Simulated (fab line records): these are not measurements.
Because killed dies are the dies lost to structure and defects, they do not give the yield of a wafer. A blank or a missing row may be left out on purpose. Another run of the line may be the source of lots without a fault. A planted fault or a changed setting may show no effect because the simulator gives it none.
fab line records | flow n5_finfet | part 2 of 2: steps 5 to 6 of 6
record: lots: 21 | wafers: 63 | last_day: 17
route steps=1938 shown DUMMY_GATE@240 SD_EPI_N@282 SD_EPI_P@308
lots that met no fault: from a run of the same line without faults
start_h: hours from the record's first day to the start of the lot's first wafer shown | wait_h: how many hours have passed since the lot's step before this one | " the same as in the row above | L1.1+2: a row that stands for several wafers | - either no value or no given start | * or withheld: withheld | < > ~ a bound
route shown NAME@n: names a module that has steps shown in the file, with the first one's number in the route | usual: average and standard deviation across the fault-free wafers | same: alike in all rows | chamber/n: place in a boat | sites: the reading at each site | _std_site: their standard deviation | _edge_site: inner sites' mean taken away from outer sites' mean | radius_mm: for every site, how far away it sits from the centre of the wafer | mask NAME#n: copy n | behind: the tool/chamber that last shaped the wafer | hold: cause of the lot's hold/its duration in hours/its outcome | device: the transistor (n, p or np) that didn't switch | end of line: the same wafers' tests at the end of the route | step lacking rows: just its recipe | killed: the dies lost at the first sort to structure and to defects; this is not the yield of the wafer | map: the dies of a wafer, with x for killed, . for not killed, _ for no die there
set.NAME: the run value of the setting; set.NAME@STEP: its run value at that earlier step | model.NAME: the simulator's own value behind a step, which no gauge read
the route's steps for a sample of lots (tables are steps, rows are wafers)
services: the hour from which a tool's chamber was out of use, counted from the record's first day as start_h (under 0 if before that day), plus the number of hours and why
== steps ==
step: N5_SD_EPI_P_ETCH_37
recipe: chemistry: N2/H2 | target: SOC | overetch_a: 1080 | mask_material: SiARC | temp_c: 40 | ion_energy_ev: 100 | source_w: 3000 | bias_w: 133 | pressure_mtorr: 20 | time_s: 486 | n2_flow_sccm: 200 | h2_flow_sccm: 200 | ends: end_point
usual: drypump_motor_current_A: 5.9/0.44 | oes_product_au: 0.70/0.083 | rf_vpp_V: 241.0/1.2 | showerhead_plenum_p_Torr: 2.55/0.08 | throttle_valve_pct: 23.7/0.42
lot.wafer | tool        | chamber | start_h | wait_h | drypump_motor_current_A | oes_product_au | rf_hours_counter_h | rf_vpp_V | showerhead_plenum_p_Torr | throttle_valve_pct
L074.2    | rie_diel-06 | 2       | 56.63   | 0.0    | 5.4                     | 0.71           | 121                | 241.0    | 2.57                     | 24.2
L074.4    | "           | 1       | "       | "      | 5.5                     | 0.62           | -                  | 239.9    | 2.52                     | 24.0
L074.5    | "           | 2       | "       | "      | 5.4                     | 0.72           | -                  | 242.0    | 2.56                     | 24.2
L075.1    | rie_diel-02 | 2       | 59.38   | 0.0    | 6.1                     | 0.65           | 214                | 240.0    | 2.54                     | 24.9
L075.2    | "           | 3       | "       | "      | 5.3                     | 0.82           | 12                 | 240.8    | 2.49                     | 23.3
L075.5    | "           | 2       | "       | "      | 6.1                     | 0.64           | -                  | 239.3    | 2.54                     | 24.9
L076.3    | rie_diel-03 | 2       | 66.78   | 0.0    | 6.6                     | 0.62           | 230                | 242.0    | 2.59                     | 23.5
L076.5    | "           | 3       | "       | "      | 5.7                     | 0.65           | -                  | 241.2    | 2.63                     | 23.9
L076.6    | "           | 0       | "       | "      | 6.2                     | 0.63           | -                  | 239.2    | 2.52                     | 24.0
L077.2    | rie_diel-03 | 1       | 71.86   | 0.0    | 5.7                     | 0.69           | 138                | 238.7    | 2.40                     | 23.5
L077.3    | "           | 0       | "       | "      | 6.2                     | 0.63           | 222                | 240.4    | 2.52                     | 24.0
L077.4    | "           | 3       | "       | "      | 5.7                     | 0.64           | 181                | 240.9    | 2.63                     | 23.9
L079.2    | rie_diel-02 | 1       | 85.67   | 0.0    | 6.6                     | 0.75           | 63                 | 240.1    | 2.57                     | 23.4
L079.3    | "           | 3       | "       | "      | 5.3                     | 0.81           | 20                 | 240.5    | 2.49                     | 23.3
L079.6    | "           | 3       | "       | "      | 5.3                     | 0.80           | -                  | 240.2    | 2.49                     | 23.3
L080.3    | rie_diel-06 | 2       | 88.24   | 0.0    | 5.4                     | 0.70           | 132                | 240.4    | 2.56                     | 24.2
L080.4    | "           | 1       | "       | "      | 5.5                     | 0.62           | 238                | 239.7    | 2.51                     | 24.0
L080.6    | "           | 0       | "       | "      | 6.1                     | 0.77           | -                  | 240.1    | 2.60                     | 23.9
L081.3    | rie_diel-06 | 2       | 97.04   | 0.0    | 5.4                     | 0.71           | 135                | 239.3    | 2.56                     | 24.2
L081.4    | "           | 3       | "       | "      | 5.4                     | 0.84           | 9                  | 244.0    | 2.70                     | 23.2
L081.6    | "           | 0       | "       | "      | 6.1                     | 0.77           | -                  | 242.1    | 2.59                     | 23.9
L082.1    | rie_diel-06 | 1       | 100.62  | 0.0    | 5.5                     | 0.62           | 242                | 241.7    | 2.51                     | 24.0
L082.2    | "           | 3       | "       | "      | 5.4                     | 0.84           | 10                 | 240.8    | 2.70                     | 23.2
L082.3    | "           | 0       | "       | "      | 6.0                     | 0.76           | 54                 | 241.7    | 2.59                     | 23.9
L083.2    | rie_diel-03 | 2       | 106.75  | 0.0    | 6.7                     | 0.61           | 242                | 240.9    | 2.58                     | 23.5
L083.5    | "           | 3       | "       | "      | 5.7                     | 0.64           | -                  | 242.0    | 2.63                     | 24.0
L083.6    | "           | 2       | "       | "      | 6.6                     | 0.62           | -                  | 241.2    | 2.58                     | 23.5
L084.2    | rie_diel-03 | 0       | 112.82  | 0.0    | 6.2                     | 0.62           | 236                | 239.4    | 2.51                     | 24.0
L084.3    | "           | 3       | "       | "      | 5.7                     | 0.64           | 191                | 241.2    | 2.63                     | 24.0
L084.4    | "           | 2       | "       | "      | 6.6                     | 0.61           | 243                | 243.4    | 2.58                     | 23.5
L085.1    | rie_diel-03 | 2       | 122.81  | 0.0    | 6.6                     | 0.61           | 246                | 241.9    | 2.58                     | 23.5
L085.4    | "           | 0       | "       | "      | 6.2                     | 0.61           | 240                | 241.2    | 2.51                     | 24.0
L085.5    | "           | 1       | "       | "      | 5.7                     | 0.68           | -                  | 239.1    | 2.40                     | 23.5
L086.1    | rie_diel-06 | 3       | 130.62  | 0.0    | 5.4                     | 0.82           | 19                 | 243.5    | 2.69                     | 23.2
L086.2    | "           | 0       | "       | "      | 6.0                     | 0.76           | 63                 | 241.9    | 2.59                     | 23.9
L086.6    | "           | 2       | "       | "      | 5.4                     | 0.70           | -                  | 240.8    | 2.55                     | 24.2
L087.1    | rie_diel-03 | 3       | 138.37  | 0.0    | 5.7                     | 0.63           | 199                | 243.4    | 2.63                     | 24.0
L087.2    | "           | 1       | "       | "      | 5.7                     | 0.68           | 158                | 239.2    | 2.40                     | 23.5
L087.4    | "           | 0       | "       | "      | 6.2                     | 0.61           | -                  | 239.6    | 2.51                     | 24.0
L088.2    | rie_diel-06 | 3       | 140.14  | 0.0    | 5.4                     | 0.80           | 23                 | 242.5    | 2.69                     | 23.2
L088.5    | "           | 2       | "       | "      | 5.4                     | 0.69           | -                  | 240.1    | 2.55                     | 24.2
L088.6    | "           | 0       | "       | "      | 6.0                     | 0.75           | -                  | 241.5    | 2.59                     | 23.9
L090.1    | rie_diel-03 | 2       | 159.36  | 0.0    | 6.6                     | 0.87           | 3                  | 241.2    | 2.58                     | 22.9
L090.3    | "           | 1       | "       | "      | 5.7                     | 0.67           | 168                | 240.3    | 2.39                     | 23.5
L090.5    | "           | 1       | "       | "      | 5.7                     | 0.67           | -                  | 239.6    | 2.39                     | 23.5
L091.2    | rie_diel-03 | 1       | 163.56  | 0.0    | 5.7                     | 0.67           | 170                | 239.2    | 2.39                     | 23.6
L091.4    | "           | 2       | "       | "      | 6.6                     | 0.87           | -                  | 240.8    | 2.58                     | 22.9
L091.6    | "           | 3       | "       | "      | 5.7                     | 0.62           | -                  | 240.9    | 2.62                     | 24.0
L092.2    | rie_diel-03 | 3       | 168.07  | 0.0    | 5.7                     | 0.63           | 212                | 241.8    | 2.62                     | 24.0
L092.4    | "           | 1       | "       | "      | 5.7                     | 0.67           | -                  | 240.0    | 2.39                     | 23.5
L092.6    | "           | 3       | "       | "      | 5.7                     | 0.62           | -                  | 243.8    | 2.62                     | 24.0
L093.2    | rie_diel-03 | 1       | 169.75  | 0.0    | 5.7                     | 0.67           | 172                | 239.3    | 2.39                     | 23.5
L093.3    | "           | 2       | "       | "      | 6.6                     | 0.86           | 7                  | 242.6    | 2.57                     | 22.9
L093.5    | "           | 2       | "       | "      | 6.6                     | 0.86           | -                  | 241.6    | 2.57                     | 22.9
L094.1    | rie_diel-02 | 3       | 177.27  | 0.0    | 5.3                     | 0.76           | 50                 | 240.4    | 2.47                     | 23.4
L094.5    | "           | 0       | "       | "      | 6.3                     | 0.62           | -                  | 242.3    | 2.59                     | 23.2
L094.6    | "           | 1       | "       | "      | 6.6                     | 0.73           | -                  | 241.9    | 2.56                     | 23.5
L095.1    | rie_diel-06 | 3       | 181.44  | 0.0    | 5.4                     | 0.79           | 37                 | 242.8    | 2.69                     | 23.2
L095.2    | "           | 2       | "       | "      | 5.4                     | 0.69           | 163                | 241.8    | 2.55                     | 24.2
L095.5    | "           | 3       | "       | "      | 5.4                     | 0.79           | -                  | 241.6    | 2.69                     | 23.3
L097.3    | rie_diel-02 | 0       | 192.29  | 0.0    | 6.3                     | 0.62           | 216                | 242.1    | 2.59                     | 23.2
L097.5    | "           | 1       | "       | "      | 6.6                     | 0.72           | -                  | 241.7    | 2.56                     | 23.5
L097.6    | "           | 3       | "       | "      | 5.2                     | 0.75           | -                  | 240.5    | 2.47                     | 23.4
step: N5_SD_EPI_P_ETCH_47
recipe: chemistry: CH3F/O2 | target: SiOCN | target_depth_a: 250 | mask_material: SOC | ion_energy_ev: 60 | bias_w: 29 | pressure_mtorr: 30 | source_w: 410 | Ar_flow_sccm: 150 | CH3F_flow_sccm: 30 | O2_flow_sccm: 20
usual: drypump_motor_current_A: 5.9/0.44 | oes_product_au: 0.78/0.1 | rf_vpp_V: 129/3.5 | showerhead_plenum_p_Torr: 2.01/0.064 | throttle_valve_pct: 16.35/0.22
lot.wafer | tool        | chamber | start_h | wait_h | drypump_motor_current_A | oes_product_au | rf_hours_counter_h | rf_vpp_V | showerhead_plenum_p_Torr | throttle_valve_pct
L074.2    | rie_diel-06 | 2       | 57.06   | 0.1    | 5.4                     | 0.78           | 121                | 134      | 2.00                     | 16.49
L074.4    | "           | 1       | "       | "      | 5.5                     | 0.71           | -                  | 129      | 1.97                     | 16.43
L074.5    | "           | 2       | "       | "      | 5.4                     | 0.77           | -                  | 131      | 2.00                     | 16.49
L075.1    | rie_diel-02 | 2       | 59.80   | 0.1    | 6.1                     | 0.70           | 215                | 132      | 1.98                     | 16.69
L075.2    | "           | 3       | "       | "      | 5.3                     | 0.93           | 12                 | 124      | 1.96                     | 16.04
L075.5    | "           | 2       | "       | "      | 6.1                     | 0.71           | -                  | 131      | 1.98                     | 16.69
L076.3    | rie_diel-03 | 2       | 67.20   | 0.1    | 6.6                     | 0.67           | 230                | 134      | 2.06                     | 16.56
L076.5    | "           | 3       | "       | "      | 5.7                     | 0.70           | -                  | 128      | 2.07                     | 16.48
L076.6    | "           | 0       | "       | "      | 6.2                     | 0.70           | -                  | 131      | 1.96                     | 16.18
L077.2    | rie_diel-03 | 1       | 72.28   | 0.1    | 5.7                     | 0.77           | 138                | 125      | 1.92                     | 16.50
L077.3    | "           | 0       | "       | "      | 6.2                     | 0.70           | 222                | 132      | 1.96                     | 16.18
L077.4    | "           | 3       | "       | "      | 5.7                     | 0.70           | 181                | 130      | 2.07                     | 16.48
L079.2    | rie_diel-02 | 1       | 86.09   | 0.1    | 6.6                     | 0.85           | 64                 | 138      | 2.02                     | 16.02
L079.3    | "           | 3       | "       | "      | 5.3                     | 0.90           | 20                 | 123      | 1.96                     | 16.05
L079.6    | "           | 3       | "       | "      | 5.2                     | 0.90           | -                  | 123      | 1.96                     | 16.04
L080.3    | rie_diel-06 | 2       | 88.66   | 0.1    | 5.4                     | 0.77           | 132                | 132      | 2.00                     | 16.52
L080.4    | "           | 1       | "       | "      | 5.5                     | 0.70           | 238                | 128      | 1.97                     | 16.45
L080.6    | "           | 0       | "       | "      | 6.0                     | 0.88           | -                  | 125      | 2.04                     | 16.45
L081.3    | rie_diel-06 | 2       | 97.46   | 0.1    | 5.3                     | 0.77           | 135                | 134      | 1.99                     | 16.53
L081.4    | "           | 3       | "       | "      | 5.4                     | 0.95           | 9                  | 131      | 2.14                     | 16.02
L081.6    | "           | 0       | "       | "      | 6.0                     | 0.87           | -                  | 126      | 2.04                     | 16.46
L082.1    | rie_diel-06 | 1       | 101.04  | 0.1    | 5.4                     | 0.70           | 243                | 129      | 1.97                     | 16.45
L082.2    | "           | 3       | "       | "      | 5.4                     | 0.95           | 10                 | 130      | 2.14                     | 16.02
L082.3    | "           | 0       | "       | "      | 6.0                     | 0.88           | 54                 | 127      | 2.04                     | 16.43
L083.2    | rie_diel-03 | 2       | 107.17  | 0.1    | 6.6                     | 0.67           | 242                | 131      | 2.05                     | 16.56
L083.5    | "           | 3       | "       | "      | 5.7                     | 0.70           | -                  | 130      | 2.07                     | 16.50
L083.6    | "           | 2       | "       | "      | 6.6                     | 0.67           | -                  | 131      | 2.05                     | 16.58
L084.2    | rie_diel-03 | 0       | 113.25  | 0.1    | 6.2                     | 0.69           | 236                | 131      | 1.96                     | 16.23
L084.3    | "           | 3       | "       | "      | 5.7                     | 0.69           | 192                | 128      | 2.07                     | 16.50
L084.4    | "           | 2       | "       | "      | 6.6                     | 0.67           | 243                | 133      | 2.05                     | 16.59
L085.1    | rie_diel-03 | 2       | 123.24  | 0.1    | 6.6                     | 0.67           | 246                | 132      | 2.05                     | 16.57
L085.4    | "           | 0       | "       | "      | 6.2                     | 0.69           | 240                | 132      | 1.96                     | 16.22
L085.5    | "           | 1       | "       | "      | 5.7                     | 0.76           | -                  | 124      | 1.91                     | 16.54
L086.1    | rie_diel-06 | 3       | 131.05  | 0.1    | 5.4                     | 0.92           | 20                 | 131      | 2.13                     | 16.05
L086.2    | "           | 0       | "       | "      | 6.1                     | 0.86           | 63                 | 126      | 2.04                     | 16.47
L086.6    | "           | 2       | "       | "      | 5.4                     | 0.76           | -                  | 132      | 1.99                     | 16.56
L087.1    | rie_diel-03 | 3       | 138.80  | 0.1    | 5.7                     | 0.70           | 199                | 129      | 2.07                     | 16.50
L087.2    | "           | 1       | "       | "      | 5.7                     | 0.77           | 159                | 127      | 1.91                     | 16.56
L087.4    | "           | 0       | "       | "      | 6.2                     | 0.70           | -                  | 131      | 1.96                     | 16.23
L088.2    | rie_diel-06 | 3       | 140.56  | 0.1    | 5.4                     | 0.92           | 23                 | 129      | 2.13                     | 16.05
L088.5    | "           | 2       | "       | "      | 5.3                     | 0.76           | -                  | 132      | 1.99                     | 16.56
L088.6    | "           | 0       | "       | "      | 6.0                     | 0.85           | -                  | 126      | 2.04                     | 16.46
L090.1    | rie_diel-03 | 2       | 159.79  | 0.1    | 6.6                     | 0.98           | 3                  | 132      | 2.05                     | 16.05
L090.3    | "           | 1       | "       | "      | 5.6                     | 0.75           | 168                | 124      | 1.91                     | 16.54
L090.5    | "           | 1       | "       | "      | 5.7                     | 0.75           | -                  | 124      | 1.91                     | 16.58
L091.2    | rie_diel-03 | 1       | 163.98  | 0.1    | 5.7                     | 0.76           | 170                | 124      | 1.91                     | 16.57
L091.4    | "           | 2       | "       | "      | 6.6                     | 0.98           | -                  | 130      | 2.05                     | 16.05
L091.6    | "           | 3       | "       | "      | 5.7                     | 0.68           | -                  | 130      | 2.06                     | 16.54
L092.2    | rie_diel-03 | 3       | 168.49  | 0.1    | 5.7                     | 0.68           | 212                | 128      | 2.06                     | 16.54
L092.4    | "           | 1       | "       | "      | 5.7                     | 0.75           | -                  | 124      | 1.90                     | 16.56
L092.6    | "           | 3       | "       | "      | 5.7                     | 0.68           | -                  | 129      | 2.06                     | 16.52
L093.2    | rie_diel-03 | 1       | 170.18  | 0.1    | 5.7                     | 0.75           | 172                | 125      | 1.90                     | 16.57
L093.3    | "           | 2       | "       | "      | 6.6                     | 0.95           | 8                  | 133      | 2.05                     | 16.06
L093.5    | "           | 2       | "       | "      | 6.6                     | 0.96           | -                  | 131      | 2.05                     | 16.05
L094.1    | rie_diel-02 | 3       | 177.69  | 0.1    | 5.3                     | 0.84           | 51                 | 123      | 1.95                     | 16.12
L094.5    | "           | 0       | "       | "      | 6.3                     | 0.68           | -                  | 127      | 2.07                     | 16.21
L094.6    | "           | 1       | "       | "      | 6.6                     | 0.81           | -                  | 137      | 2.01                     | 16.06
L095.1    | rie_diel-06 | 3       | 181.86  | 0.1    | 5.4                     | 0.89           | 37                 | 131      | 2.13                     | 16.09
L095.2    | "           | 2       | "       | "      | 5.3                     | 0.74           | 163                | 133      | 1.99                     | 16.56
L095.5    | "           | 3       | "       | "      | 5.4                     | 0.88           | -                  | 129      | 2.13                     | 16.09
L097.3    | rie_diel-02 | 0       | 192.72  | 0.1    | 6.3                     | 0.68           | 216                | 128      | 2.07                     | 16.23
L097.5    | "           | 1       | "       | "      | 6.6                     | 0.80           | -                  | 139      | 2.01                     | 16.08
L097.6    | "           | 3       | "       | "      | 5.2                     | 0.84           | -                  | 123      | 1.95                     | 16.14
== services ==
tool            | chamber | start_h | hours | kind
rie_si-02       | -       | 24.15   | 0.4   | repair
plasma_asher-02 | -       | 25.68   | 2.8   | pm
plasma_asher-01 | -       | 32.61   | 1.2   | repair
rie_si-04       | 2       | 32.75   | 1.8   | repair
rie_diel-06     | 1       | 37.09   | 11.4  | repair
rie_diel-03     | 1       | 38.14   | 5.2   | repair
rie_diel-06     | -       | 39.86   | 0.6   | repair
rie_diel-03     | -       | 41.84   | 0.5   | repair
rie_diel-02     | 2       | 45.01   | 8.6   | repair
plasma_asher-01 | -       | 56.34   | 2.8   | pm
rie_diel-06     | 1       | 63.75   | 8.0   | repair
rie_si-02       | -       | 76.94   | 0.3   | repair
rie_si-04       | 1       | 78.23   | 16.9  | repair
rie_si-04       | -       | 81.21   | 2.8   | pm
rie_si-02       | 2       | 83.83   | 2.2   | repair
rie_diel-03     | 3       | 88.50   | 7.6   | repair
rie_diel-03     | 2       | 135.89  | -     | clean
rie_diel-03     | 2       | 135.89  | -     | consumable_replace:focus_ring
rie_diel-03     | 2       | 135.89  | 17.7  | scheduled_down
rie_diel-03     | 2       | 135.89  | 17.7  | vent_cycle
rie_diel-02     | -       | 142.37  | 0.3   | repair
rie_diel-03     | 0       | 154.19  | -     | clean
rie_si-02       | -       | 172.83  | 2.8   | pm
rie_si-04       | 0       | 181.61  | 7.6   | repair
